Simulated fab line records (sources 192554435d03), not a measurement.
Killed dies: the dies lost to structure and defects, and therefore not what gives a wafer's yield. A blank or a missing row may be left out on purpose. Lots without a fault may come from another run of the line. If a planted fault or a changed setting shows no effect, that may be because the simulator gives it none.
Split-lot experiment | flow n5 finfet | route with 1938 steps; 7 lots, 21 wafers read

== SPLIT DETAILS ==
At N5_BEOL_M3_DESCUM_33 (chemistry O2, time 7 s), the setting time s was moved away from the recipe's 7 s on 3 of the 21 wafers read, by -22.1% to -11.4%. This setting was run at the recipe's value on the other wafers.

The reading comes from the split's own step.

== THE READING ==
CAR-EUV_of_BEOL_M3_COAT_22.thk nm (the simulator's own value, which no gauge read), in nm, at N5_BEOL_M3_DESCUM_33 (chemistry O2, time 7 s). The file gives no usual value for it. Across the 18 wafers here that went through the recipe, the average is 26.1 nm and the standard deviation 0.12 nm.

wafer  | tool, chamber at the split | time s as run, s | against the recipe | CAR-EUV_of_BEOL_M3_COAT_22.thk nm, nm | against lot-mates on the recipe
L079.2 | rie diel-04, 3             | 7                | recipe             | 26.4                                  | -
L079.4 | rie diel-04, 1             | 7                | recipe             | 26                                    | -
L079.5 | rie diel-04, 2             | 7                | recipe             | 26.2                                  | -
L081.3 | rie diel-03, 3,0           | 7                | recipe             | 26                                    | -
L081.4 | rie diel-03, 3,0           | 7                | recipe             | 26                                    | -
L081.5 | rie diel-03, 1             | 6.201            | -11.4%             | 26.6                                  | +0.6
L082.1 | rie diel-03, 3             | 7                | recipe             | 26                                    | -
L082.4 | rie diel-03, 1,2           | 7                | recipe             | 26.2                                  | -
L082.5 | rie diel-03, 1,2           | 7                | recipe             | 26.2                                  | -
L083.1 | rie diel-03, 0,2           | 7                | recipe             | 26.2                                  | -
L083.3 | rie diel-03, 0,2           | 7                | recipe             | 26.2                                  | -
L083.5 | rie diel-03, 3             | 7                | recipe             | 26                                    | -
L088.2 | rie diel-04, 1             | 5.883            | -16.0%             | 26.6                                  | +0.4
L088.3 | rie diel-04, 3,2           | 7                | recipe             | 26.2                                  | -
L088.6 | rie diel-04, 3,2           | 7                | recipe             | 26.2                                  | -
L089.4 | rie diel-03, 3,0           | 7                | recipe             | 26                                    | -
L089.5 | rie diel-03, 3,0           | 7                | recipe             | 26                                    | -
L089.6 | rie diel-03, 1             | 5.455            | -22.1%             | 27                                    | +1.0
L091.3 | rie diel-03, 2,3,2         | 7                | recipe             | 26.2                                  | -
L091.4 | rie diel-03, 2,3,2         | 7                | recipe             | 26.2                                  | -
L091.6 | rie diel-03, 2,3,2         | 7                | recipe             | 26.2                                  | -
Rows listing several chambers each stand for several wafers; the file does not say which wafer went through which chamber.

FIT RESULTS
A straight line over all 21 wafers: CAR-EUV_of_BEOL_M3_COAT_22.thk nm changes by -0.0366 nm for each +1% of time s; r = -0.89; the points scatter about the line by 0.12 nm.
The same after taking each lot's own level away (the mean of its wafers on the recipe; 21 wafers): -0.0405 nm for each +1%; r = -0.92; scatter 0.11 nm.
On that fit, the largest move of time s shifts the reading by 0.89 nm.
Across the lots, their own levels run from 26.00 to 26.20 nm, a range of 1.7 times the standard deviation given above.
Hence the lot-to-lot level has little effect on the slope; both slopes agree.
Check: with one of the wafers moved furthest among these (-22.1%) left out of the fit, the line predicts +0.757 nm for it against its lot-mates. It came out at +1 nm against them.

== OTHER SPLITS APPLIED TO THESE WAFERS ==
Other splits were also applied to these wafers ahead of the reading. Each is held against what the fit with the lots' levels taken away leaves over:
other split on the same wafers            | wafers away from the commonest value | r with CAR-EUV_of_BEOL_M3_COAT_22.thk nm (lot level and that fit taken away)
N5_BEOL_M0_SAQP_SPACER1_ALD_98 ald cycles | 6                                    | -0.05
N5_BEOL_M1_ETCH_64 source w               | 9                                    | +0.00
N5_BEOL_M1_COAT_68 spin rpm               | 7                                    | -0.13
N5_BEOL_M1_EXPOSE_25 dose mj              | 6                                    | -0.03
N5_BEOL_M1_ALD_98 temp c                  | 4                                    | -0.05
N5_BEOL_M2_DESCUM_16 time s               | 6                                    | +0.01
N5_BEOL_M2_COAT_67 spin rpm               | 7                                    | +0.26

== THE FILE'S OWN FIT ==
CAR-EUV_of_BEOL_M3_COAT_22.thk nm changes by -0.0405 nm for each +1% of time s, r = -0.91.
